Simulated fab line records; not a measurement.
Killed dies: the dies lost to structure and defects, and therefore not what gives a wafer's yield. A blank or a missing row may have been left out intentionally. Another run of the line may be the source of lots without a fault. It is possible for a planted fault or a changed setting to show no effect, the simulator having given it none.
Comparing a struck lot with a sound one -- flow nand-harc -- 15 steps out of a route of 1159
Sound: wafers L510.2, L510.4, L510.5. Wafers L504.1, L504.2, L504.4 were the ones struck. The cause comes at the end.
Order at every step that has rows: each side's tool, ch and its chambers, its first start. Under that, the readings that differ: sound wafers -- struck wafers -- difference of the means -- sigmas: that difference in standard deviations of wafers without a fault.
alike: readings with means less than 2 such deviations apart, plus words and numbers identical on both sides. not compared: withheld readings, readings lacking a value on some wafer, bounds such as >300 that could conceal the same value, and numbers that have no deviation in the record and whose values overlap.
The two part at a step that has a row with sigmas, a row that says differs or no value, or rows on one side only. When numbers do not overlap yet have no deviation, they are printed without sigmas and do not part them. A reading that every wafer of one side lacks parts them only if that side has two wafers or more.

NHARC_A_CONTACT_ETCH_113: etches the open film in C4F8/O2/Ar, time 94 s, target depth 922 nm.
  sound on har-cap-etch-02 ch 0,1, day 20 14:53; struck on har-cap-etch-03 ch 0,1, day 19 00:22
  alike: chamber-pressure-mTorr, oes-air-line-au
  not compared: rf-hours-counter-h
NHARC_A_CONTACT_ETCH_114: etches the open film in C4F8/O2/Ar, time 94 s, target depth 922 nm.
  sound on har-cap-etch-02 ch 0,1, day 20 14:59; struck on har-cap-etch-03 ch 0,1, day 19 00:27
  alike: chamber-pressure-mTorr, oes-air-line-au
  not compared: rf-hours-counter-h
then, 3 steps without rows for these wafers: NHARC_A_CONTACT_ETCH_115 (etches the open film in C4F8/O2/Ar, time 94 s, target depth 922 nm); NHARC_A_CONTACT_ETCH_116 (etches the open film in C4F8/O2/Ar, time 94 s, target depth 922 nm); NHARC_A_CONTACT_ETCH_117 (etches the open film in C4F8/O2/Ar, time 94 s, target depth 922 nm).
NHARC_A_CONTACT_ETCH_118: etches the open film in C4F8/O2/Ar, time 94 s, target depth 922 nm.
  sound on har-cap-etch-02 ch 0,1, day 20 15:21; struck on har-cap-etch-03 ch 0,1, day 19 00:49
reading,sound,struck,difference,sigmas
oes-air-line-au (a.u.),1.044 1.047 1.016,0.966 1.014 0.973,-0.051,-2
  alike: chamber-pressure-mTorr
  not compared: rf-hours-counter-h
then, 3 steps without rows for these wafers: NHARC_A_CONTACT_ETCH_119 (etches the open film in C4F8/O2/Ar, time 94 s, target depth 922 nm); NHARC_A_CONTACT_ETCH_120 (etches the open film in C4F8/O2/Ar, time 94 s, target depth 922 nm); NHARC_A_CONTACT_ETCH_121 (etches the open film in C4F8/O2/Ar, time 94 s, target depth 922 nm).
NHARC_A_CONTACT_ETCH_122: etches the open film in C4F8/O2/Ar, time 95 s, target depth 930 nm.
  sound on har-cap-etch-02 ch 0,1, day 20 15:43; struck on har-cap-etch-03 ch 0,1, day 19 01:11
  alike: chamber-pressure-mTorr, oes-air-line-au
  not compared: rf-hours-counter-h
NHARC_A_CONTACT_ETCH_123: etches the open film in C4F8/O2/Ar, time 253 s, target depth 1090 nm.
  sound on har-cap-etch-02 ch 0,1, day 20 15:50; struck on har-cap-etch-03 ch 0,1, day 19 01:16
  alike: chamber-pressure-mTorr, oes-air-line-au
  not compared: rf-hours-counter-h
then, 1 step without rows for these wafers: NHARC_A_CONTACT_ETCH_90 (etches the open film in CH3F/O2, target depth 40 nm, time 85.7 s).
NHARC_A_CONTACT_ETCH_96: etches the open film in C4F6/O2, target depth 20 nm, time 10 s.
  sound on rie-diel-03 ch 0,3, day 20 16:32; struck on rie-diel-02 ch 0,3, day 19 02:03
  no value came back on the struck wafers for any of 7 readings (bias-w (W), c4f6-flow-sccm (sccm) and others); on the sound wafers bias-w (W) reads 500.1 501.9 497.9
  not compared: rf-hours-counter-h
NHARC_A_CONTACT_CD_MEAS_53:
  sound on cd-sem-01 at day 20 16:37; struck on cd-sem-02 at day 19 02:08
  alike: cd-nm
-- jump in the record: it breaks off in module A_CONTACT and resumes in module END (first step shown: number 1159 of the route), and 3 days separate the struck wafers' starts before and after --
NHARC_END_SORT_01:
  only the struck wafers appear in the record here, on prober-01 ch 0 at day 21 19:05; the sound ones have no rows

## WHERE THEY PART
Earliest at NHARC_A_CONTACT_ETCH_118; latest, in this record, at NHARC_END_SORT_01.

WHY: the cause the simulator had injected
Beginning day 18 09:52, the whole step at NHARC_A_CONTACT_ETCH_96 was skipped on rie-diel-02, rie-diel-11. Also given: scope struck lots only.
